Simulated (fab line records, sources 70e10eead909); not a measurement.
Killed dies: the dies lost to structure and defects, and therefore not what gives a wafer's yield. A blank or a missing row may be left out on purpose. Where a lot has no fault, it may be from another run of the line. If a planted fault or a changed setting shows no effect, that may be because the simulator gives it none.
The tool behind it: which one? / flow nand harc / 12 lots, 36 wafers sampled, at 5 steps of a route of 1302

WHAT THE GAUGES SHOWED, per wafer
NHARC_END_SORT_01. Usual: killed at array 50, standard deviation 16; killed at other 0.8, standard deviation 1; killed at periphery 4, standard deviation 3.1; killed dies 54, standard deviation 16; killed open 3.2, standard deviation 2; killed short 2.5, standard deviation 1.6.
lot=L197; measured=day 25 04:41; on=prober-01; killed at array=27 25 19; killed at other=0 0 0; killed at periphery=2 1 4; killed dies=29 26 23; killed open=6 4 6; killed short=5 4 1; flag=
lot=L198; measured=day 24 21:14; on=prober-02; killed at array=56 57 58; killed at other=2 0 0; killed at periphery=1 1 2; killed dies=59 58 60; killed open=0 0 2; killed short=1 0 3; flag=
lot=L201; measured=day 25 21:40; on=prober-01; killed at array=35 60 41; killed at other=2 2 1; killed at periphery=1 4 3; killed dies=38 66 45; killed open=2 1 3; killed short=1 1 1; flag=
lot=L202; measured=day 27 01:48; on=prober-02; killed at array=39 62 31; killed at other=0 0 1; killed at periphery=0 4 3; killed dies=39 66 35; killed open=0 3 2; killed short=1 8 2; flag=
lot=L204; measured=day 27 13:22; on=prober-02; killed at array=54 38 58; killed at other=1 0 1; killed at periphery=6 1 1; killed dies=61 39 60; killed open=7 6 1; killed short=2 1 8; flag=
lot=L203; measured=day 27 10:20; on=prober-01; killed at array=47 41 62; killed at other=1 0 0; killed at periphery=8 4 5; killed dies=56 45 67; killed open=4 3 5; killed short=3 1 1; flag=
lot=L205; measured=day 27 01:47; on=prober-01; killed at array=79 69 55; killed at other=0 1 0; killed at periphery=8 8 6; killed dies=87 78 61; killed open=8 0 1; killed short=5 2 2; flag=
lot=L208; measured=day 28 17:21; on=prober-02; killed at array=59 63 44; killed at other=3 1 3; killed at periphery=9 9 4; killed dies=71 73 51; killed open=8 3 0; killed short=3 3 4; flag=
lot=L209; measured=day 29 11:25; on=prober-01; killed at array=57 74 66; killed at other=1 0 1; killed at periphery=2 2 4; killed dies=60 76 71; killed open=3 3 3; killed short=5 2 3; flag=
lot=L212; measured=day 30 10:25; on=prober-02; killed at array=69 61 69; killed at other=1 0 0; killed at periphery=0 3 0; killed dies=70 64 69; killed open=1 3 2; killed short=1 3 0; flag=
lot=L216; measured=day 32 08:39; on=prober-01; killed at array=69 58 56; killed at other=1 2 3; killed at periphery=0 1 1; killed dies=70 61 60; killed open=0 3 8; killed short=5 5 2; flag=
lot=L220; measured=day 34 08:59; on=prober-01; killed at array=36 22 43; killed at other=0 0 2; killed at periphery=11 8 9; killed dies=47 30 54; killed open=3 3 3; killed short=2 0 4; flag=

EACH LOT AND THE TOOL THAT RAN IT (in order: tool; ch and the chambers of the sampled wafers; start)
lot=L197; NHARC_P_GATE_RTA_64=rtp anneal-01 ch 0, day 5 16:37; NHARC_P_CONTACT_SOFTBAKE_07=litho track-04 ch 0, day 5 19:00; NHARC_P_CONTACT_ETCH_36=rie diel-01 ch 1,2,3, day 25 04:41 or earlier; NHARC_P_CONTACT_ETCH_18=rie diel-01 ch 0,1, day 25 04:41 or earlier
lot=L198; NHARC_P_GATE_RTA_64=rtp anneal-02 ch 0, day 6 02:52; NHARC_P_CONTACT_SOFTBAKE_07=litho track-06 ch 0, day 6 05:00; NHARC_P_CONTACT_ETCH_36=rie diel-01 ch 0,1,2, day 24 21:14 or earlier; NHARC_P_CONTACT_ETCH_18=rie diel-01 ch 1,2,3, day 24 21:14 or earlier
lot=L201; NHARC_P_GATE_RTA_64=rtp anneal-01 ch 0, day 7 14:17; NHARC_P_CONTACT_SOFTBAKE_07=litho track-06 ch 0, day 7 16:00; NHARC_P_CONTACT_ETCH_36=rie diel-05 ch 0,2, day 25 21:40 or earlier; NHARC_P_CONTACT_ETCH_18=rie diel-05 ch 0,1, day 25 21:40 or earlier
lot=L202; NHARC_P_GATE_RTA_64=rtp anneal-01 ch 0, day 7 22:06; NHARC_P_CONTACT_SOFTBAKE_07=litho track-01 ch 0, day 8 00:00; NHARC_P_CONTACT_ETCH_36=rie diel-01 ch 1,3, day 27 01:48 or earlier; NHARC_P_CONTACT_ETCH_18=rie diel-01 ch 0,3, day 27 01:48 or earlier
lot=L204; NHARC_P_GATE_RTA_64=rtp anneal-02 ch 0, day 8 14:16; NHARC_P_CONTACT_SOFTBAKE_07=litho track-01 ch 0, day 8 16:00; NHARC_P_CONTACT_ETCH_36=rie diel-05 ch 2,3, day 27 13:22 or earlier; NHARC_P_CONTACT_ETCH_18=rie diel-05 ch 0,1,2, day 27 13:22 or earlier
lot=L203; NHARC_P_GATE_RTA_64=rtp anneal-01 ch 0, day 8 17:10; NHARC_P_CONTACT_SOFTBAKE_07=litho track-06 ch 0, day 8 19:00; NHARC_P_CONTACT_ETCH_36=rie diel-04 ch 0,2, day 27 10:20 or earlier; NHARC_P_CONTACT_ETCH_18=rie diel-04 ch 0,2, day 27 10:20 or earlier
lot=L205; NHARC_P_GATE_RTA_64=rtp anneal-01 ch 0, day 8 23:49; NHARC_P_CONTACT_SOFTBAKE_07=litho track-04 ch 0, day 9 02:00; NHARC_P_CONTACT_ETCH_36=rie diel-04 ch 2,3, day 27 01:47 or earlier; NHARC_P_CONTACT_ETCH_18=rie diel-04 ch 1,2,3, day 27 01:47 or earlier
lot=L208; NHARC_P_GATE_RTA_64=rtp anneal-02 ch 0, day 10 06:31; NHARC_P_CONTACT_SOFTBAKE_07=litho track-04 ch 0, day 10 08:00; NHARC_P_CONTACT_ETCH_36=rie diel-04 ch 0,1,2, day 28 17:21 or earlier; NHARC_P_CONTACT_ETCH_18=rie diel-04 ch 2,3, day 28 17:21 or earlier
lot=L209; NHARC_P_GATE_RTA_64=rtp anneal-02 ch 0, day 10 16:16; NHARC_P_CONTACT_SOFTBAKE_07=litho track-06 ch 0, day 10 18:00; NHARC_P_CONTACT_ETCH_36=rie diel-01 ch 1,2, day 29 11:25 or earlier; NHARC_P_CONTACT_ETCH_18=rie diel-01 ch 2,3, day 29 11:25 or earlier
lot=L212; NHARC_P_GATE_RTA_64=rtp anneal-01 ch 0, day 12 01:50; NHARC_P_CONTACT_SOFTBAKE_07=litho track-04 ch 0, day 12 04:00; NHARC_P_CONTACT_ETCH_36=rie diel-01 ch 1,3, day 30 10:25 or earlier; NHARC_P_CONTACT_ETCH_18=rie diel-01 ch 2,3, day 30 10:25 or earlier
lot=L216; NHARC_P_GATE_RTA_64=rtp anneal-01 ch 0, day 13 16:41; NHARC_P_CONTACT_SOFTBAKE_07=litho track-04 ch 0, day 13 19:00; NHARC_P_CONTACT_ETCH_36=rie diel-05 ch 0,1,3, day 32 08:39 or earlier; NHARC_P_CONTACT_ETCH_18=rie diel-05 ch 0,1,2, day 32 08:39 or earlier
lot=L220; NHARC_P_GATE_RTA_64=rtp anneal-01 ch 0, day 15 10:55; NHARC_P_CONTACT_SOFTBAKE_07=litho track-01 ch 0, day 15 13:00; NHARC_P_CONTACT_ETCH_36=rie diel-05 ch 0,1,2, day 34 08:59 or earlier; NHARC_P_CONTACT_ETCH_18=rie diel-05 ch 0,2,3, day 34 08:59 or earlier
- NHARC_P_GATE_RTA_64: time 1 s.
- NHARC_P_CONTACT_SOFTBAKE_07: time 55 s.
- NHARC_P_CONTACT_ETCH_36: etches the open film in N2/H2, target depth 260 nm, time 406.25 s.
- NHARC_P_CONTACT_ETCH_18: etches the open film in C4F8/O2/Ar, target depth 481 nm, time 240.5 s.

AS READ BY THE TOOLS THEMSELVES (means over the sampled wafers that have a number; for cases with no such wafer, the mark the record gives instead)
NHARC_P_GATE_RTA_64. Usual: lamp power pct 34.82 %, standard deviation 0.26; wafer_temp_C_max 1054.3, standard deviation 1.6.
lot=L197; tool=rtp anneal-01; lamp power pct (%)=35.06; wafer_temp_C_max=1052.5; flag=
lot=L198; tool=rtp anneal-02; lamp power pct (%)=34.47; wafer_temp_C_max=1055.8; flag=
lot=L201; tool=rtp anneal-01; lamp power pct (%)=35.05; wafer_temp_C_max=1053.8; flag=
lot=L202; tool=rtp anneal-01; lamp power pct (%)=35.01; wafer_temp_C_max=1052.6; flag=
lot=L204; tool=rtp anneal-02; lamp power pct (%)=34.38; wafer_temp_C_max=1055.3; flag=
lot=L203; tool=rtp anneal-01; lamp power pct (%)=35.02; wafer_temp_C_max=1053.9; flag=
lot=L205; tool=rtp anneal-01; lamp power pct (%)=35.01; wafer_temp_C_max=1052.4; flag=
lot=L208; tool=rtp anneal-02; lamp power pct (%)=34.47; wafer_temp_C_max=1056.4; flag=
lot=L209; tool=rtp anneal-02; lamp power pct (%)=34.49; wafer_temp_C_max=1055.9; flag=
lot=L212; tool=rtp anneal-01; lamp power pct (%)=35.01; wafer_temp_C_max=1053.3; flag=
lot=L216; tool=rtp anneal-01; lamp power pct (%)=35.04; wafer_temp_C_max=1052.3; flag=
lot=L220; tool=rtp anneal-01; lamp power pct (%)=34.99; wafer_temp_C_max=1053.2; flag=

NHARC_P_CONTACT_SOFTBAKE_07. Usual: heater power total W at 188.46 W, with a standard deviation of 0.14.
lot=L197; tool=litho track-04; heater power total W (W)=188.34; flag=
lot=L198; tool=litho track-06; heater power total W (W)=188.48; flag=
lot=L201; tool=litho track-06; heater power total W (W)=188.47; flag=
lot=L202; tool=litho track-01; heater power total W (W)=188.45; flag=
lot=L204; tool=litho track-01; heater power total W (W)=188.46; flag=
lot=L203; tool=litho track-06; heater power total W (W)=188.51; flag=
lot=L205; tool=litho track-04; heater power total W (W)=188.54; flag=
lot=L208; tool=litho track-04; heater power total W (W)=188.54; flag=
lot=L209; tool=litho track-06; heater power total W (W)=188.39; flag=
lot=L212; tool=litho track-04; heater power total W (W)=222.51; flag=OFF
lot=L216; tool=litho track-04; heater power total W (W)=222.50; flag=OFF
lot=L220; tool=litho track-01; heater power total W (W)=188.38; flag=

NHARC_P_CONTACT_ETCH_36. Usual: value, then standard deviation, for each; drypump motor current A 5.90 A / 0.27; h2 flow sccm 150.0 sccm / 0.46; mfc ar sccm 0.009 sccm / 0.011; oes product au 1.001 a.u. / 0.0098; rf vpp V 431.1 V / 1.7; showerhead plenum p Torr 2.06 Torr / 0.052; throttle valve pct 14.173 % / 0.0088.
lot=L197; tool=rie diel-01; drypump motor current A (A)=5.70; h2 flow sccm (sccm)=150.2; mfc ar sccm (sccm)=0.007; oes product au (a.u.)=0.995; rf vpp V (V)=431.8; showerhead plenum p Torr (Torr)=2.09; throttle valve pct (%)=14.176; flag=
lot=L198; tool=rie diel-01; drypump motor current A (A)=5.90; h2 flow sccm (sccm)=150.2; mfc ar sccm (sccm)=0.007; oes product au (a.u.)=0.995; rf vpp V (V)=431.9; showerhead plenum p Torr (Torr)=2.11; throttle valve pct (%)=14.165; flag=
lot=L201; tool=rie diel-05; drypump motor current A (A)=6.30; h2 flow sccm (sccm)=149.9; mfc ar sccm (sccm)=0.012; oes product au (a.u.)=0.997; rf vpp V (V)=429.7; showerhead plenum p Torr (Torr)=1.99; throttle valve pct (%)=14.178; flag=
lot=L202; tool=rie diel-01; drypump motor current A (A)=5.51; h2 flow sccm (sccm)=150.2; mfc ar sccm (sccm)=0.000; oes product au (a.u.)=0.986; rf vpp V (V)=432.2; showerhead plenum p Torr (Torr)=2.09; throttle valve pct (%)=14.171; flag=
lot=L204; tool=rie diel-05; drypump motor current A (A)=6.06; h2 flow sccm (sccm)=150.0; mfc ar sccm (sccm)=0.012; oes product au (a.u.)=1.006; rf vpp V (V)=430.1; showerhead plenum p Torr (Torr)=2.03; throttle valve pct (%)=14.170; flag=
lot=L203; tool=rie diel-04; drypump motor current A (A)=6.05; h2 flow sccm (sccm)=150.1; mfc ar sccm (sccm)=0.024; oes product au (a.u.)=1.012; rf vpp V (V)=430.2; showerhead plenum p Torr (Torr)=2.07; throttle valve pct (%)=14.168; flag=
lot=L205; tool=rie diel-04; drypump motor current A (A)=5.90; h2 flow sccm (sccm)=149.9; mfc ar sccm (sccm)=0.029; oes product au (a.u.)=1.013; rf vpp V (V)=431.8; showerhead plenum p Torr (Torr)=2.10; throttle valve pct (%)=14.170; flag=
lot=L208; tool=rie diel-04; drypump motor current A (A)=5.98; h2 flow sccm (sccm)=150.3; mfc ar sccm (sccm)=0.018; oes product au (a.u.)=1.007; rf vpp V (V)=430.4; showerhead plenum p Torr (Torr)=2.04; throttle valve pct (%)=14.166; flag=
lot=L209; tool=rie diel-01; drypump motor current A (A)=5.92; h2 flow sccm (sccm)=150.4; mfc ar sccm (sccm)=0.014; oes product au (a.u.)=0.987; rf vpp V (V)=431.8; showerhead plenum p Torr (Torr)=2.09; throttle valve pct (%)=14.171; flag=
lot=L212; tool=rie diel-01; drypump motor current A (A)=5.55; h2 flow sccm (sccm)=150.0; mfc ar sccm (sccm)=0.000; oes product au (a.u.)=0.989; rf vpp V (V)=431.7; showerhead plenum p Torr (Torr)=2.09; throttle valve pct (%)=14.177; flag=
lot=L216; tool=rie diel-05; drypump motor current A (A)=5.93; h2 flow sccm (sccm)=150.0; mfc ar sccm (sccm)=0.000; oes product au (a.u.)=0.998; rf vpp V (V)=431.1; showerhead plenum p Torr (Torr)=2.06; throttle valve pct (%)=14.183; flag=
lot=L220; tool=rie diel-05; drypump motor current A (A)=6.18; h2 flow sccm (sccm)=150.0; mfc ar sccm (sccm)=0.006; oes product au (a.u.)=0.995; rf vpp V (V)=429.9; showerhead plenum p Torr (Torr)=2.02; throttle valve pct (%)=14.171; flag=

NHARC_P_CONTACT_ETCH_18. Usual: oes product au 0.958 a.u., standard deviation 0.018; rf vpp V 980 V, standard deviation 3.3.
lot=L197; tool=rie diel-01; oes product au (a.u.)=0.956; rf vpp V (V)=983; flag=
lot=L198; tool=rie diel-01; oes product au (a.u.)=0.962; rf vpp V (V)=980; flag=
lot=L201; tool=rie diel-05; oes product au (a.u.)=0.950; rf vpp V (V)=979; flag=
lot=L202; tool=rie diel-01; oes product au (a.u.)=0.953; rf vpp V (V)=983; flag=
lot=L204; tool=rie diel-05; oes product au (a.u.)=0.923; rf vpp V (V)=977; flag=
lot=L203; tool=rie diel-04; oes product au (a.u.)=0.973; rf vpp V (V)=982; flag=
lot=L205; tool=rie diel-04; oes product au (a.u.)=0.978; rf vpp V (V)=978; flag=
lot=L208; tool=rie diel-04; oes product au (a.u.)=0.988; rf vpp V (V)=982; flag=
lot=L209; tool=rie diel-01; oes product au (a.u.)=0.955; rf vpp V (V)=980; flag=
lot=L212; tool=rie diel-01; oes product au (a.u.)=0.942; rf vpp V (V)=981; flag=
lot=L216; tool=rie diel-05; oes product au (a.u.)=0.977; rf vpp V (V)=977; flag=
lot=L220; tool=rie diel-05; oes product au (a.u.)=0.966; rf vpp V (V)=977; flag=

THE ANSWER, worked out from the rows above alone
Rule: a lot is off if the mean of its wafers that have a number lies more than 3 standard deviations from the usual mean. A lot without any number at a reading at which 4 lots or more have one is off too. All remaining lots with rows at the step are treated as sound. The gauges are gone through in route order, then the tools' own readings, and for those a lot's mean is taken as printed above. The first step at which some lot is off is used, and at that step the reading that is off furthest; a lot without a number counts as furthest.
Off: L212, L216, at NHARC_P_CONTACT_SOFTBAKE_07 (heater power total W).
If a tool, at that step or one of the process steps before it, ran each lot that is off and ran no sound lot following the first of them, it fits. One fits: litho track-04 at NHARC_P_CONTACT_SOFTBAKE_07. A fault onset in the window from L208 (day 10 08:00, its last sound lot) to L212 (day 12 04:00, its first lot off) fits.
On the lots that are off, the tool's own readings at NHARC_P_CONTACT_SOFTBAKE_07 differ by more than 5 times the standard deviation of the sound lots' means, which bears it out; heater power total W reads 222.50 W there versus 188.46 W on the sound lots.

WHAT THE SIMULATOR PUT IN
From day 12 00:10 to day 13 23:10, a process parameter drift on litho track-04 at NHARC_P_CONTACT_SOFTBAKE_07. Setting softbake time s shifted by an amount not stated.
Lots struck among those shown: L212, L216. Same finding as the rule above.
